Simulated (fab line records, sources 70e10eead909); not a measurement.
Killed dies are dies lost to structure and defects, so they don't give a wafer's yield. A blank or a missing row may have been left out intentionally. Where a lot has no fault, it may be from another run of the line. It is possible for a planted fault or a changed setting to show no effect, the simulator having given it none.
Which of the tools did it?    flow nand-harc    22 lots, 66 wafers sampled, at 6 steps of a route of 1302

## WHAT THE GAUGES READ, wafer by wafer
No reading from a measuring or inspecting step in the record can be judged against a usual standard deviation.

## WHICH TOOL RAN EACH LOT (tool, then ch and the chambers of the sampled wafers, then the start)
lot   NHARC_A_STAIRCASE_ETCH_197                     NHARC_A_STAIRCASE_ETCH_271          NHARC_A_STAIRCASE_HM_OPEN_457                  NHARC_A_STAIRCASE_STRIP_274                    NHARC_A_STAIRCASE_ETCH_292          NHARC_A_STAIRCASE_ETCH_294
L074  rie-diel-05 ch 0,1,2, day 16 08:01 or earlier  rie-diel-04 ch 0,1,2, day 16 08:01  rie-diel-04 ch 2,3, day 16 15:40 or earlier    rie-diel-04 ch 0,1, day 16 15:40 or earlier    rie-diel-10 ch 2,3, day 16 15:40    rie-diel-10 ch 1,2, no start
L076  rie-diel-10 ch 0,2,3, day 17 04:30 or earlier  rie-diel-10 ch 1,2,3, day 17 04:30  rie-diel-10 ch 0,2,3, day 17 11:38 or earlier  rie-diel-10 ch 1,2,3, day 17 11:38 or earlier  rie-diel-04 ch 0,3, day 17 11:38    rie-diel-04 ch 1,2, no start
L078  rie-diel-05 ch 0,2,3, day 17 12:24 or earlier  rie-diel-05 ch 1,2,3, day 17 12:24  rie-diel-05 ch 0,1,3, day 17 18:28 or earlier  rie-diel-05 ch 0,2,3, day 17 18:28 or earlier  rie-diel-10 ch 1,2,3, day 17 18:28  rie-diel-10 ch 0,1,3, no start
L077  rie-diel-04 ch 2,3, day 17 23:54 or earlier    rie-diel-10 ch 0,1,3, day 17 23:54  rie-diel-10 ch 1,2,3, day 18 06:04 or earlier  rie-diel-10 ch 2,3, day 18 06:04 or earlier    rie-diel-04 ch 0,2, day 18 06:04    rie-diel-04 ch 0,2,3, no start
L080  rie-diel-10 ch 1,2,3, day 18 14:54 or earlier  rie-diel-05 ch 0,3, day 18 14:54    rie-diel-05 ch 0,1,2, day 18 21:34 or earlier  rie-diel-05 ch 0,2, day 18 21:34 or earlier    rie-diel-05 ch 1,3, day 18 21:34    rie-diel-05 ch 0,1, no start
L079  rie-diel-04 ch 0,1,3, day 18 15:39 or earlier  rie-diel-04 ch 1,2,3, day 18 15:39  rie-diel-04 ch 0,2,3, day 18 23:40 or earlier  rie-diel-04 ch 0,2,3, day 18 23:40 or earlier  rie-diel-04 ch 0,1,2, day 18 23:40  rie-diel-04 ch 0,1,2, no start
L081  rie-diel-04 ch 0,1,2, day 19 03:15 or earlier  rie-diel-04 ch 1,2,3, day 19 03:15  rie-diel-04 ch 2,3, day 19 12:56 or earlier    rie-diel-04 ch 0,2,3, day 19 12:56 or earlier  rie-diel-10 ch 0,1,2, day 19 12:56  rie-diel-10 ch 2,3, no start
L082  rie-diel-10 ch 1,2, day 19 14:53 or earlier    rie-diel-10 ch 0,2,3, day 19 14:53  rie-diel-10 ch 1,2,3, day 19 20:49 or earlier  rie-diel-10 ch 1,2, day 19 20:49 or earlier    rie-diel-10 ch 0,1, day 19 20:49    rie-diel-10 ch 0,1,3, no start
L084  rie-diel-10 ch 0,1,3, day 20 10:43 or earlier  rie-diel-04 ch 1,2, day 20 10:43    rie-diel-04 ch 0,1,2, day 20 16:37 or earlier  rie-diel-04 ch 0,2,3, day 20 16:37 or earlier  rie-diel-10 ch 0,2,3, day 20 16:37  rie-diel-10 ch 0,2,3, no start
L083  rie-diel-04 ch 0,3, day 20 12:34 or earlier    rie-diel-10 ch 0,1,2, day 20 12:34  rie-diel-10 ch 0,1,3, day 20 18:47 or earlier  rie-diel-10 ch 0,1,3, day 20 18:47 or earlier  rie-diel-04 ch 0,1, day 20 18:47    rie-diel-04 ch 0,2,3, no start
L086  rie-diel-10 ch 0,1,3, day 20 17:37 or earlier  rie-diel-05 ch 1,2,3, day 20 17:37  rie-diel-05 ch 1,2,3, day 21 04:22 or earlier  rie-diel-05 ch 1,2,3, day 21 04:22 or earlier  rie-diel-10 ch 0,2,3, day 21 04:22  rie-diel-10 ch 0,2,3, no start
L085  rie-diel-05 ch 1,2,3, day 20 20:23 or earlier  rie-diel-10 ch 1,3, day 20 20:23    rie-diel-10 ch 2,3, day 21 07:55 or earlier    rie-diel-10 ch 2,3, day 21 07:55 or earlier    rie-diel-05 ch 2,3, day 21 07:55    rie-diel-05 ch 0,2,3, no start
L088  rie-diel-10 ch 1,2,3, day 22 09:41 or earlier  rie-diel-05 ch 1,2,3, day 22 09:41  rie-diel-05 ch 2,3, day 22 16:47 or earlier    rie-diel-05 ch 1,3, day 22 16:47 or earlier    rie-diel-04 ch 0,1,3, day 22 16:47  rie-diel-04 ch 1,3, no start
L089  rie-diel-05 ch 0,1, day 22 04:09 or earlier    rie-diel-10 ch 1,3, day 22 04:09    rie-diel-10 ch 0,2,3, day 22 10:10 or earlier  rie-diel-10 ch 2,3, day 22 10:10 or earlier    rie-diel-10 ch 0,1,3, day 22 10:10  rie-diel-10 ch 0,2,3, no start
L087  rie-diel-04 ch 0,2, day 22 09:08 or earlier    rie-diel-04 ch 0,2,3, day 22 09:08  rie-diel-04 ch 1,3, day 22 14:58 or earlier    rie-diel-04 ch 0,2,3, day 22 14:58 or earlier  rie-diel-05 ch 0,2,3, day 22 14:58  rie-diel-05 ch 1,2, no start
L091  rie-diel-10 ch 0,3, day 23 01:34 or earlier    rie-diel-05 ch 0,2,3, day 23 01:34  rie-diel-05 ch 0,1,3, day 23 07:38 or earlier  rie-diel-05 ch 0,1,3, day 23 07:38 or earlier  rie-diel-10 ch 1,2, day 23 07:38    rie-diel-10 ch 0,3, no start
L090  rie-diel-04 ch 0,1,3, day 23 02:56 or earlier  rie-diel-10 ch 0,2,3, day 23 02:56  rie-diel-10 ch 0,2, day 23 09:20 or earlier    rie-diel-10 ch 0,2, day 23 09:20 or earlier    rie-diel-05 ch 0,2,3, day 23 09:20  rie-diel-05 ch 1,3, no start
L093  rie-diel-05 ch 0,1, day 24 12:56 or earlier    rie-diel-04 ch 0,2,3, day 24 12:56  rie-diel-04 ch 0,2,3, day 24 18:52 or earlier  rie-diel-04 ch 0,2,3, day 24 18:52 or earlier  rie-diel-04 ch 0,1,2, day 24 18:52  rie-diel-04 ch 1,2,3, no start
L092  rie-diel-04 ch 0,2,3, day 24 12:59 or earlier  rie-diel-04 ch 0,1,3, day 24 12:59  rie-diel-04 ch 1,2,3, day 24 20:29 or earlier  rie-diel-04 ch 0,2,3, day 24 20:29 or earlier  rie-diel-05 ch 0,1,3, day 24 20:29  rie-diel-05 ch 0,2,3, no start
L094  rie-diel-05 ch 1,3, day 24 21:31 or earlier    rie-diel-04 ch 0,1,3, day 24 21:31  rie-diel-04 ch 1,2,3, day 25 05:56 or earlier  rie-diel-04 ch 0,1,3, day 25 05:56 or earlier  rie-diel-05 ch 0,2, day 25 05:56    rie-diel-05 ch 0,2,3, no start
L096  rie-diel-10 ch 0,2,3, day 25 15:21 or earlier  rie-diel-10 ch 0,1,3, day 25 15:21  rie-diel-10 ch 0,1,3, day 25 21:16 or earlier  rie-diel-10 ch 0,1,3, day 25 21:16 or earlier  rie-diel-04 ch 1,3, day 25 21:16    rie-diel-04 ch 1,3, no start
L097  rie-diel-04 ch 0,2,3, day 25 23:44 or earlier  rie-diel-04 ch 0,2, day 25 23:44    rie-diel-04 ch 1,3, day 26 06:29 or earlier    rie-diel-04 ch 0,1,2, day 26 06:29 or earlier  rie-diel-05 ch 0,1,3, day 26 06:29  rie-diel-05 ch 0,2, no start
- NHARC_A_STAIRCASE_ETCH_197: etches the open film in C4F8/O2, target depth 100 nm, time 40.5 s.
- NHARC_A_STAIRCASE_ETCH_271: etches the open film in CF4/CHF3.
- NHARC_A_STAIRCASE_HM_OPEN_457: chemistry O2/COS.
- NHARC_A_STAIRCASE_STRIP_274: strips in O2.
- NHARC_A_STAIRCASE_ETCH_292: etches the open film in CF4/CHF3.
- NHARC_A_STAIRCASE_ETCH_294: etches the open film in C4F8/O2/Ar, target depth 4989 nm, time 1211.6 s.

## WHAT THE TOOLS THEMSELVES READ (means of the sampled wafers that have a number; where no wafer has one, the mark that the record gives instead)
NHARC_A_STAIRCASE_ETCH_197. Usual: oes-product-au 0.948 a.u., standard deviation 0.022; rf-vpp-V 894 V, standard deviation 5.5.
lot   tool         oes-product-au (a.u.)  rf-vpp-V (V)  flag
L074  rie-diel-05  0.936                  895           
L076  rie-diel-10  0.915                  891           
L078  rie-diel-05  0.966                  900           
L077  rie-diel-04  0.974                  892           
L080  rie-diel-10  0.931                  894           
L079  rie-diel-04  0.962                  896           
L081  rie-diel-04  0.951                  892           
L082  rie-diel-10  0.986                  891           
L084  rie-diel-10  0.914                  894           
L083  rie-diel-04  0.938                  892           
L086  rie-diel-10  0.937                  894           
L085  rie-diel-05  0.964                  897           
L088  rie-diel-10  0.968                  894           
L089  rie-diel-05  0.936                  894           
L087  rie-diel-04  0.969                  888           
L091  rie-diel-10  0.941                  889           
L090  rie-diel-04  0.944                  895           
L093  rie-diel-05  0.932                  895           
L092  rie-diel-04  0.945                  891           
L094  rie-diel-05  0.943                  896           
L096  rie-diel-10  0.912                  889           
L097  rie-diel-04  0.930                  891           

NHARC_A_STAIRCASE_ETCH_271. Usual: drypump-motor-current-A 5.8 A, standard deviation 0.48; oes-product-au 0.950 a.u., standard deviation 0.023; rf-vpp-V 369.7 V, standard deviation 2.5; showerhead-plenum-p-Torr 1.55 Torr, standard deviation 0.07; throttle-valve-pct 16.802 %, standard deviation 0.0088.
lot   tool         drypump-motor-current-A (A)  oes-product-au (a.u.)  rf-vpp-V (V)  showerhead-plenum-p-Torr (Torr)  throttle-valve-pct (%)  flag
L074  rie-diel-04  5.9                          0.950                  368.8         1.52                             16.809                  
L076  rie-diel-10  5.6                          0.944                  368.7         1.56                             16.804                  
L078  rie-diel-05  5.4                          0.922                  371.1         1.59                             16.804                  
L077  rie-diel-10  5.8                          0.926                  369.9         1.56                             16.796                  
L080  rie-diel-05  5.7                          0.940                  373.4         1.65                             16.793                  
L079  rie-diel-04  6.3                          0.984                  369.9         1.57                             16.797                  
L081  rie-diel-04  6.3                          0.990                  370.1         1.57                             16.804                  
L082  rie-diel-10  5.9                          0.968                  367.4         1.50                             16.807                  
L084  rie-diel-04  6.3                          0.931                  369.8         1.56                             16.795                  
L083  rie-diel-10  5.6                          0.970                  369.4         1.52                             16.801                  
L086  rie-diel-05  5.5                          0.935                  370.7         1.58                             16.798                  
L085  rie-diel-10  5.5                          0.948                  370.6         1.60                             16.805                  
L088  rie-diel-05  5.4                          0.968                  371.4         1.58                             16.795                  
L089  rie-diel-10  5.5                          0.919                  371.5         1.60                             16.807                  
L087  rie-diel-04  5.9                          0.936                  368.6         1.52                             16.805                  
L091  rie-diel-05  5.7                          0.967                  371.6         1.60                             16.810                  
L090  rie-diel-10  5.9                          0.922                  368.2         1.49                             16.800                  
L093  rie-diel-04  5.9                          0.947                  368.1         1.51                             16.798                  
L092  rie-diel-04  6.2                          0.956                  369.0         1.56                             16.802                  
L094  rie-diel-04  6.1                          0.966                  370.2         1.56                             16.802                  
L096  rie-diel-10  5.8                          0.932                  369.6         1.54                             16.799                  
L097  rie-diel-04  5.5                          0.963                  367.4         1.46                             16.810                  

NHARC_A_STAIRCASE_HM_OPEN_457. Usual: cos-flow-sccm 19.99 sccm, standard deviation 0.06; drypump-motor-current-A 5.8 A, standard deviation 0.48; oes-product-au 0.999 a.u., standard deviation 0.013; rf-vpp-V 466 V, standard deviation 3; showerhead-plenum-p-Torr 3.06 Torr, standard deviation 0.14; throttle-valve-pct 28.330 %, standard deviation 0.0086.
lot   tool         cos-flow-sccm (sccm)  drypump-motor-current-A (A)  oes-product-au (a.u.)  rf-vpp-V (V)  showerhead-plenum-p-Torr (Torr)  throttle-valve-pct (%)  flag
L074  rie-diel-04  19.94                 6.3                          1.004                  467           3.12                             28.327                  
L076  rie-diel-10  19.98                 6.0                          0.997                  464           2.99                             28.332                  
L078  rie-diel-05  20.02                 5.5                          0.995                  469           3.19                             28.325                  
L077  rie-diel-10  19.99                 5.6                          0.993                  466           3.08                             28.328                  
L080  rie-diel-05  20.08                 5.5                          1.006                  466           3.09                             28.330                  
L079  rie-diel-04  19.99                 5.9                          1.014                  465           3.02                             28.322                  
L081  rie-diel-04  19.92                 6.3                          1.026                  466           3.11                             28.326                  
L082  rie-diel-10  20.04                 5.6                          0.998                  466           3.08                             28.325                  
L084  rie-diel-04  19.93                 5.9                          1.005                  465           3.01                             28.328                  
L083  rie-diel-10  19.99                 5.8                          0.991                  466           3.08                             28.333                  
L086  rie-diel-05  19.93                 5.4                          0.999                  467           3.14                             28.338                  
L085  rie-diel-10  20.01                 5.9                          0.996                  466           3.03                             28.338                  
L088  rie-diel-05  19.96                 5.6                          0.991                  470           3.24                             28.332                  
L089  rie-diel-10  19.98                 5.9                          0.999                  463           2.97                             28.322                  
L087  rie-diel-04  19.94                 6.6                          1.011                  468           3.19                             28.339                  
L091  rie-diel-05  19.98                 5.5                          0.990                  468           3.17                             28.338                  
L090  rie-diel-10  20.01                 5.8                          0.996                  462           2.90                             28.333                  
L093  rie-diel-04  20.00                 5.9                          0.997                  464           3.00                             28.334                  
L092  rie-diel-04  20.04                 6.3                          0.998                  466           3.09                             28.333                  
L094  rie-diel-04  19.99                 6.3                          0.997                  467           3.09                             28.335                  
L096  rie-diel-10  20.05                 5.8                          0.987                  465           3.06                             28.321                  
L097  rie-diel-04  19.98                 6.6                          1.009                  467           3.17                             28.328                  

NHARC_A_STAIRCASE_STRIP_274. Usual: drypump-motor-current-A 5.8 A, standard deviation 0.48; oes-product-au 1.000 a.u., standard deviation 0.014; rf-vpp-V 57.5 V, standard deviation 0.95; showerhead-plenum-p-Torr 3.46 Torr, standard deviation 0.15; throttle-valve-pct 17.036 %, standard deviation 0.0087.
lot   tool         drypump-motor-current-A (A)  oes-product-au (a.u.)  rf-vpp-V (V)  showerhead-plenum-p-Torr (Torr)  throttle-valve-pct (%)  flag
L074  rie-diel-04  5.8                          0.993                  56.7          3.42                             17.035                  
L076  rie-diel-10  5.6                          0.992                  57.5          3.49                             17.036                  
L078  rie-diel-05  5.7                          1.001                  58.7          3.61                             17.035                  
L077  rie-diel-10  5.7                          0.994                  58.2          3.37                             17.037                  
L080  rie-diel-05  5.7                          1.004                  57.9          3.54                             17.034                  
L079  rie-diel-04  5.9                          1.018                  57.6          3.42                             17.033                  
L081  rie-diel-04  5.9                          1.011                  58.4          3.41                             17.031                  
L082  rie-diel-10  5.5                          1.014                  57.5          3.41                             17.044                  
L084  rie-diel-04  5.9                          1.005                  57.2          3.41                             17.039                  
L083  rie-diel-10  5.8                          0.990                  57.2          3.48                             17.033                  
L086  rie-diel-05  5.4                          0.995                  57.0          3.54                             17.039                  
L085  rie-diel-10  5.9                          1.011                  58.1          3.43                             17.040                  
L088  rie-diel-05  5.5                          0.993                  58.2          3.65                             17.041                  
L089  rie-diel-10  5.9                          1.012                  56.9          3.43                             17.039                  
L087  rie-diel-04  5.9                          1.001                  57.0          3.40                             17.027                  
L091  rie-diel-05  5.5                          0.999                  58.2          3.58                             17.045                  
L090  rie-diel-10  5.9                          0.992                  57.1          3.28                             17.034                  
L093  rie-diel-04  5.9                          0.993                  56.1          3.39                             17.035                  
L092  rie-diel-04  5.9                          0.991                  56.8          3.39                             17.033                  
L094  rie-diel-04  6.2                          0.998                  57.3          3.49                             17.030                  
L096  rie-diel-10  5.8                          0.983                  57.9          3.45                             17.043                  
L097  rie-diel-04  5.9                          0.997                  56.8          3.38                             17.043                  

NHARC_A_STAIRCASE_ETCH_292. Usual: drypump-motor-current-A 5.8 A, standard deviation 0.45; oes-product-au 0.936 a.u., standard deviation 0.021; rf-vpp-V 369.6 V, standard deviation 2.5; showerhead-plenum-p-Torr 1.55 Torr, standard deviation 0.069; throttle-valve-pct 16.802 %, standard deviation 0.0083.
lot   tool         drypump-motor-current-A (A)  oes-product-au (a.u.)  rf-vpp-V (V)  showerhead-plenum-p-Torr (Torr)  throttle-valve-pct (%)  flag
L074  rie-diel-10  5.9                          0.957                  368.8         1.54                             16.803                  
L076  rie-diel-04  6.2                          0.923                  370.0         1.57                             16.804                  
L078  rie-diel-10  5.6                          0.917                  369.7         1.56                             16.799                  
L077  rie-diel-04  5.5                          0.929                  367.7         1.48                             16.796                  
L080  rie-diel-05  5.3                          0.927                  371.0         1.58                             16.800                  
L079  rie-diel-04  5.9                          0.929                  369.1         1.52                             16.800                  
L081  rie-diel-10  5.6                          0.967                  368.6         1.52                             16.799                  
L082  rie-diel-10  5.5                          0.921                  369.9         1.57                             16.801                  
L084  rie-diel-10  5.9                          0.961                  367.7         1.50                             16.799                  
L083  rie-diel-04  6.2                          0.925                  368.8         1.56                             16.799                  
L086  rie-diel-10  5.9                          0.929                  368.2         1.50                             16.803                  
L085  rie-diel-05  5.6                          0.930                  371.2         1.59                             16.811                  
L088  rie-diel-04  6.2                          0.928                  370.8         1.56                             16.798                  
L089  rie-diel-10  5.8                          0.919                  370.1         1.55                             16.800                  
L087  rie-diel-05  5.7                          0.971                  371.3         1.60                             16.802                  
L091  rie-diel-10  5.5                          0.927                  367.9         1.51                             16.800                  
L090  rie-diel-05  5.7                          0.972                  370.9         1.60                             16.789                  
L093  rie-diel-04  5.9                          0.927                  368.8         1.51                             16.809                  
L092  rie-diel-05  5.5                          0.924                  370.7         1.59                             16.799                  
L094  rie-diel-05  5.6                          0.947                  369.7         1.55                             16.802                  
L096  rie-diel-04  6.6                          0.930                  371.4         1.60                             16.798                  
L097  rie-diel-05  5.5                          0.955                  370.4         1.59                             16.801                  

NHARC_A_STAIRCASE_ETCH_294. Usual: oes-product-au 0.933 a.u., standard deviation 0.013; rf-vpp-V 1823 V, standard deviation 12.
lot   tool         oes-product-au (a.u.)  rf-vpp-V (V)  flag
L074  rie-diel-10  0.939                  1819          
L076  rie-diel-04  0.936                  1819          
L078  rie-diel-10  0.927                  1824          
L077  rie-diel-04  0.931                  1819          
L080  rie-diel-05  0.937                  1823          
L079  rie-diel-04  0.933                  1819          
L081  rie-diel-10  0.944                  1814          
L082  rie-diel-10  0.920                  1823          
L084  rie-diel-10  0.944                  1814          
L083  rie-diel-04  0.937                  1817          
L086  rie-diel-10  0.937                  1814          
L085  rie-diel-05  0.930                  1832          
L088  rie-diel-04  0.933                  1832          
L089  rie-diel-10  0.923                  1814          
L087  rie-diel-05  0.946                  1818          
L091  rie-diel-10  0.914                  1814          
L090  rie-diel-05  0.937                  1834          
L093  rie-diel-04  0.933                  1824          
L092  rie-diel-05  0.933                  1831          
L094  rie-diel-05  0.933                  1830          
L096  rie-diel-04  0.936                  1831          
L097  rie-diel-05  0.953                  1826          

## THE ANSWER, worked out from the rows above alone
Rule: lot off if the mean of its wafers having a number is beyond 3 standard deviations from the usual mean. A lot without any number at a reading at which 4 lots or more have one is off too. Where the step has rows for the other lots, those lots are counted as sound. First the gauges in route order, then the tools' own readings, where a lot's mean is used as printed above. At the first step where some lot is off, the reading lying furthest off is the one used; lots without a number count as furthest.
No lot is off on any of the readings shown, so nothing can be concluded from this.

## WHAT HAD BEEN PUT IN BY THE SIMULATOR
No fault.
